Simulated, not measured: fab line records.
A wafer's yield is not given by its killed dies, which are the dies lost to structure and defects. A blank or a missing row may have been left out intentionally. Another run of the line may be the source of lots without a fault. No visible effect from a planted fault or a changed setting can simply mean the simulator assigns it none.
Which tool was responsible? / flow n5-finfet / 30 wafers from 10 lots sampled at 5 of the route's 1938 steps

== WHAT THE GAUGES SHOWED, per wafer ==
Not one reading of a measure or inspect step in the record can be checked against a usual standard deviation.

== TOOL THAT RAN EACH LOT (tool first, then ch and the chambers of the sampled wafers, then the start) ==
lot=L953; N5_BEOL_M11_DESCUM_33=rie-diel-01 ch 0,3, day 10 16:54; N5_BEOL_M11_CURE_72=uv-cure-03 ch 2, day 10 17:38; N5_BEOL_M11_DEP_56=pecvd-04 ch 0,1, day 10 19:50; N5_BEOL_M12_COAT_04=litho-track-02 ch 0, day 10 20:11; N5_BEOL_M12_STRIP_63=plasma-asher-02 ch 0,1, day 10 20:50
lot=L952; N5_BEOL_M11_DESCUM_33=rie-diel-06 ch 0,1,2, day 10 17:22; N5_BEOL_M11_CURE_72=uv-cure-01 ch 2, day 10 18:04; N5_BEOL_M11_DEP_56=pecvd-04 ch 1, day 10 20:06; N5_BEOL_M12_COAT_04=litho-track-02 ch 0, day 10 20:25; N5_BEOL_M12_STRIP_63=plasma-asher-02 ch 0,1, day 10 21:04
lot=L954; N5_BEOL_M11_DESCUM_33=rie-diel-01 ch 0,1,2, day 11 00:32; N5_BEOL_M11_CURE_72=uv-cure-02 ch 2, day 11 01:17; N5_BEOL_M11_DEP_56=pecvd-04 ch 0,1, day 11 03:38; N5_BEOL_M12_COAT_04=litho-track-03 ch 0, day 11 03:56; N5_BEOL_M12_STRIP_63=plasma-asher-02 ch 0,1, day 11 04:42
lot=L955; N5_BEOL_M11_DESCUM_33=rie-diel-03 ch 0,3, day 11 08:55; N5_BEOL_M11_CURE_72=uv-cure-02 ch 2, day 11 09:49; N5_BEOL_M11_DEP_56=pecvd-02 ch 0,1, day 11 13:52; N5_BEOL_M12_COAT_04=litho-track-05 ch 0, day 11 14:10; N5_BEOL_M12_STRIP_63=plasma-asher-01 ch 0,1, day 11 14:56
lot=L960; N5_BEOL_M11_DESCUM_33=rie-diel-03 ch 1,3, day 13 04:11; N5_BEOL_M11_CURE_72=uv-cure-02 ch 0, day 13 04:52; N5_BEOL_M11_DEP_56=pecvd-03 ch 1,2, day 13 08:32; N5_BEOL_M12_COAT_04=litho-track-02 ch 0, day 13 08:51; N5_BEOL_M12_STRIP_63=plasma-asher-02 ch 0,1, day 13 09:37
lot=L961; N5_BEOL_M11_DESCUM_33=rie-diel-03 ch 2,3, day 13 06:25; N5_BEOL_M11_CURE_72=uv-cure-03 ch 1, day 13 07:13; N5_BEOL_M11_DEP_56=pecvd-02 ch 1,2, day 13 10:19; N5_BEOL_M12_COAT_04=litho-track-02 ch 0, day 13 10:37; N5_BEOL_M12_STRIP_63=plasma-asher-01 ch 0,1, day 13 11:40
lot=L965; N5_BEOL_M11_DESCUM_33=rie-diel-01 ch 0,1, day 14 07:14; N5_BEOL_M11_CURE_72=uv-cure-02 ch 2, day 14 07:55; N5_BEOL_M11_DEP_56=pecvd-04 ch 0,2, day 14 10:17; N5_BEOL_M12_COAT_04=litho-track-03 ch 0, day 14 10:34; N5_BEOL_M12_STRIP_63=plasma-asher-02 ch 0,1, day 14 11:20
lot=L970; N5_BEOL_M11_DESCUM_33=rie-diel-06 ch 1,2, day 15 03:06; N5_BEOL_M11_CURE_72=uv-cure-03 ch 0, day 15 03:50; N5_BEOL_M11_DEP_56=pecvd-02 ch 0,1,2, day 15 06:07; N5_BEOL_M12_COAT_04=litho-track-02 ch 0, day 15 06:25; N5_BEOL_M12_STRIP_63=plasma-asher-01 ch 0,1, day 15 07:23
lot=L967; N5_BEOL_M11_DESCUM_33=rie-diel-03 ch 0,1,3, day 15 05:48; N5_BEOL_M11_CURE_72=uv-cure-03 ch 0, day 15 06:31; N5_BEOL_M11_DEP_56=pecvd-02 ch 0,2, day 15 10:07; N5_BEOL_M12_COAT_04=litho-track-02 ch 0, day 15 10:25; N5_BEOL_M12_STRIP_63=plasma-asher-02 ch 0,1, day 15 11:19
lot=L972; N5_BEOL_M11_DESCUM_33=rie-diel-06 ch 0,3, day 16 05:43; N5_BEOL_M11_CURE_72=uv-cure-03 ch 0, day 16 06:24; N5_BEOL_M11_DEP_56=pecvd-04 ch 0,1, day 16 11:26; N5_BEOL_M12_COAT_04=litho-track-03 ch 0, day 16 11:44; N5_BEOL_M12_STRIP_63=plasma-asher-01 ch 0,1, day 16 12:29
- N5_BEOL_M11_DESCUM_33: chemistry O2, time 7.9 s.
- N5_BEOL_M11_CURE_72: cures SiCOH lowk, time 120 s.
- N5_BEOL_M11_DEP_56: deposits SiCN from 3MS/NH3, target thk 30 nm, time 10.5 s.
- N5_BEOL_M12_COAT_04: resist thk 400 nm.
- N5_BEOL_M12_STRIP_63: strips in N2/H2.

== AS READ BY THE TOOLS THEMSELVES (means over the sampled wafers that have a number; for cases with no such wafer, the mark the record gives instead) ==
N5_BEOL_M11_DESCUM_33. Usual: drypump-motor-current-A 5.7 A, standard deviation 0.57; oes-product-au 0.80 a.u., standard deviation 0.088; rf-vpp-V 243.0 V, standard deviation 1.4; showerhead-plenum-p-Torr 2.09 Torr, standard deviation 0.066; throttle-valve-pct 20.39 %, standard deviation 0.23.
lot=L953; tool=rie-diel-01; drypump-motor-current-A (A)=5.4; oes-product-au (a.u.)=0.74; rf-vpp-V (V)=242.4; showerhead-plenum-p-Torr (Torr)=2.06; throttle-valve-pct (%)=20.75; flag=
lot=L952; tool=rie-diel-06; drypump-motor-current-A (A)=5.4; oes-product-au (a.u.)=0.78; rf-vpp-V (V)=242.1; showerhead-plenum-p-Torr (Torr)=2.03; throttle-valve-pct (%)=20.36; flag=
lot=L954; tool=rie-diel-01; drypump-motor-current-A (A)=5.3; oes-product-au (a.u.)=0.74; rf-vpp-V (V)=244.1; showerhead-plenum-p-Torr (Torr)=2.11; throttle-valve-pct (%)=20.48; flag=
lot=L955; tool=rie-diel-03; drypump-motor-current-A (A)=6.1; oes-product-au (a.u.)=0.86; rf-vpp-V (V)=244.2; showerhead-plenum-p-Torr (Torr)=2.16; throttle-valve-pct (%)=20.31; flag=
lot=L960; tool=rie-diel-03; drypump-motor-current-A (A)=5.6; oes-product-au (a.u.)=0.80; rf-vpp-V (V)=243.9; showerhead-plenum-p-Torr (Torr)=2.14; throttle-valve-pct (%)=20.44; flag=
lot=L961; tool=rie-diel-03; drypump-motor-current-A (A)=6.2; oes-product-au (a.u.)=0.84; rf-vpp-V (V)=242.5; showerhead-plenum-p-Torr (Torr)=2.10; throttle-valve-pct (%)=20.52; flag=
lot=L965; tool=rie-diel-01; drypump-motor-current-A (A)=5.1; oes-product-au (a.u.)=0.72; rf-vpp-V (V)=243.4; showerhead-plenum-p-Torr (Torr)=2.10; throttle-valve-pct (%)=20.66; flag=
lot=L970; tool=rie-diel-06; drypump-motor-current-A (A)=5.0; oes-product-au (a.u.)=0.95; rf-vpp-V (V)=241.9; showerhead-plenum-p-Torr (Torr)=2.06; throttle-valve-pct (%)=20.12; flag=
lot=L967; tool=rie-diel-03; drypump-motor-current-A (A)=5.9; oes-product-au (a.u.)=0.91; rf-vpp-V (V)=243.7; showerhead-plenum-p-Torr (Torr)=2.14; throttle-valve-pct (%)=20.32; flag=
lot=L972; tool=rie-diel-06; drypump-motor-current-A (A)=6.0; oes-product-au (a.u.)=0.72; rf-vpp-V (V)=242.9; showerhead-plenum-p-Torr (Torr)=2.04; throttle-valve-pct (%)=20.57; flag=

N5_BEOL_M11_CURE_72. Usual: lamp-power-pct 52.33 %, standard deviation 0.06; wafer_temp_C_max 371.7, standard deviation 0.78.
lot=L953; tool=uv-cure-03; lamp-power-pct (%)=52.31; wafer_temp_C_max=372.2; flag=
lot=L952; tool=uv-cure-01; lamp-power-pct (%)=52.28; wafer_temp_C_max=371.8; flag=
lot=L954; tool=uv-cure-02; lamp-power-pct (%)=52.31; wafer_temp_C_max=371.9; flag=
lot=L955; tool=uv-cure-02; lamp-power-pct (%)=52.30; wafer_temp_C_max=371.7; flag=
lot=L960; tool=uv-cure-02; lamp-power-pct (%)=52.33; wafer_temp_C_max=370.6; flag=
lot=L961; tool=uv-cure-03; lamp-power-pct (%)=52.41; wafer_temp_C_max=371.2; flag=
lot=L965; tool=uv-cure-02; lamp-power-pct (%)=52.36; wafer_temp_C_max=372.2; flag=
lot=L970; tool=uv-cure-03; lamp-power-pct (%)=52.32; wafer_temp_C_max=371.0; flag=
lot=L967; tool=uv-cure-03; lamp-power-pct (%)=52.35; wafer_temp_C_max=371.2; flag=
lot=L972; tool=uv-cure-03; lamp-power-pct (%)=52.36; wafer_temp_C_max=370.9; flag=

N5_BEOL_M11_DEP_56. Usual: showerhead-plenum-p-Torr 4.155 Torr, standard deviation 0.018; throttle-valve-pct 18.3 %, standard deviation 0.92.
lot=L953; tool=pecvd-04; showerhead-plenum-p-Torr (Torr)=4.158; throttle-valve-pct (%)=18.8; flag=
lot=L952; tool=pecvd-04; showerhead-plenum-p-Torr (Torr)=4.124; throttle-valve-pct (%)=18.2; flag=
lot=L954; tool=pecvd-04; showerhead-plenum-p-Torr (Torr)=4.133; throttle-valve-pct (%)=18.4; flag=
lot=L955; tool=pecvd-02; showerhead-plenum-p-Torr (Torr)=4.155; throttle-valve-pct (%)=19.1; flag=
lot=L960; tool=pecvd-03; showerhead-plenum-p-Torr (Torr)=4.153; throttle-valve-pct (%)=17.4; flag=
lot=L961; tool=pecvd-02; showerhead-plenum-p-Torr (Torr)=4.169; throttle-valve-pct (%)=18.0; flag=
lot=L965; tool=pecvd-04; showerhead-plenum-p-Torr (Torr)=4.166; throttle-valve-pct (%)=17.4; flag=
lot=L970; tool=pecvd-02; showerhead-plenum-p-Torr (Torr)=4.158; throttle-valve-pct (%)=18.5; flag=
lot=L967; tool=pecvd-02; showerhead-plenum-p-Torr (Torr)=4.159; throttle-valve-pct (%)=18.1; flag=
lot=L972; tool=pecvd-04; showerhead-plenum-p-Torr (Torr)=4.151; throttle-valve-pct (%)=18.9; flag=

N5_BEOL_M12_COAT_04. Usual: dispense-pressure-kPa 47 kPa, standard deviation 3.6; spin-speed-rpm 1625.0 rpm, standard deviation 0.92.
lot=L953; tool=litho-track-02; dispense-pressure-kPa (kPa)=50; spin-speed-rpm (rpm)=1624.1; flag=
lot=L952; tool=litho-track-02; dispense-pressure-kPa (kPa)=50; spin-speed-rpm (rpm)=1625.8; flag=
lot=L954; tool=litho-track-03; dispense-pressure-kPa (kPa)=46; spin-speed-rpm (rpm)=1625.0; flag=
lot=L955; tool=litho-track-05; dispense-pressure-kPa (kPa)=42; spin-speed-rpm (rpm)=1625.3; flag=
lot=L960; tool=litho-track-02; dispense-pressure-kPa (kPa)=50; spin-speed-rpm (rpm)=1626.0; flag=
lot=L961; tool=litho-track-02; dispense-pressure-kPa (kPa)=50; spin-speed-rpm (rpm)=1625.7; flag=
lot=L965; tool=litho-track-03; dispense-pressure-kPa (kPa)=46; spin-speed-rpm (rpm)=1623.9; flag=
lot=L970; tool=litho-track-02; dispense-pressure-kPa (kPa)=50; spin-speed-rpm (rpm)=1499.3; flag=OFF
lot=L967; tool=litho-track-02; dispense-pressure-kPa (kPa)=50; spin-speed-rpm (rpm)=1498.4; flag=OFF
lot=L972; tool=litho-track-03; dispense-pressure-kPa (kPa)=47; spin-speed-rpm (rpm)=1625.4; flag=

N5_BEOL_M12_STRIP_63. Usual: drypump-motor-current-A 5.8 A, standard deviation 0.54; heater-power-w 368 W, standard deviation 44; oes-product-au 0.693 a.u., standard deviation 0.005; strip-time-to-endpoint-s 42.5 s, standard deviation 0.83.
lot=L953; tool=plasma-asher-02; drypump-motor-current-A (A)=5.9; heater-power-w (W)=402; oes-product-au (a.u.)=0.689; strip-time-to-endpoint-s (s)=42.6; flag=
lot=L952; tool=plasma-asher-02; drypump-motor-current-A (A)=6.2; heater-power-w (W)=406; oes-product-au (a.u.)=0.692; strip-time-to-endpoint-s (s)=43.3; flag=
lot=L954; tool=plasma-asher-02; drypump-motor-current-A (A)=5.9; heater-power-w (W)=403; oes-product-au (a.u.)=0.697; strip-time-to-endpoint-s (s)=42.7; flag=
lot=L955; tool=plasma-asher-01; drypump-motor-current-A (A)=5.3; heater-power-w (W)=318; oes-product-au (a.u.)=0.695; strip-time-to-endpoint-s (s)=42.5; flag=
lot=L960; tool=plasma-asher-02; drypump-motor-current-A (A)=5.9; heater-power-w (W)=409; oes-product-au (a.u.)=0.689; strip-time-to-endpoint-s (s)=42.9; flag=
lot=L961; tool=plasma-asher-01; drypump-motor-current-A (A)=5.8; heater-power-w (W)=324; oes-product-au (a.u.)=0.693; strip-time-to-endpoint-s (s)=42.3; flag=
lot=L965; tool=plasma-asher-02; drypump-motor-current-A (A)=5.9; heater-power-w (W)=398; oes-product-au (a.u.)=0.692; strip-time-to-endpoint-s (s)=42.2; flag=
lot=L970; tool=plasma-asher-01; drypump-motor-current-A (A)=5.4; heater-power-w (W)=320; oes-product-au (a.u.)=0.697; strip-time-to-endpoint-s (s)=46.9; flag=OFF
lot=L967; tool=plasma-asher-02; drypump-motor-current-A (A)=6.1; heater-power-w (W)=409; oes-product-au (a.u.)=0.695; strip-time-to-endpoint-s (s)=46.8; flag=OFF
lot=L972; tool=plasma-asher-01; drypump-motor-current-A (A)=5.8; heater-power-w (W)=333; oes-product-au (a.u.)=0.693; strip-time-to-endpoint-s (s)=42.8; flag=

== THE ANSWER, worked out from the rows above alone ==
Rule: a lot is off if the mean of its wafers that have a number lies more than 3 standard deviations from the usual mean. A lot without any number at a reading at which 4 lots or more have one is off too. Where the step has rows for the other lots, those lots are counted as sound. Order of review: gauges by route order, followed by the tools' own readings, for which a lot's mean as printed above is used. The first step at which some lot is off is used, and at that step the reading that is off furthest; a lot without a number counts as furthest.
Off at N5_BEOL_M12_COAT_04 (spin-speed-rpm): L970, L967.
A tool fits if, at that step or a process step before it, it ran every lot that is off, and no sound lot after the first of them. Can't be told from this: 2 tools fit, pecvd-02 at N5_BEOL_M11_DEP_56, litho-track-02 at N5_BEOL_M12_COAT_04.

== WHAT WAS PUT IN BY THE SIMULATOR ==
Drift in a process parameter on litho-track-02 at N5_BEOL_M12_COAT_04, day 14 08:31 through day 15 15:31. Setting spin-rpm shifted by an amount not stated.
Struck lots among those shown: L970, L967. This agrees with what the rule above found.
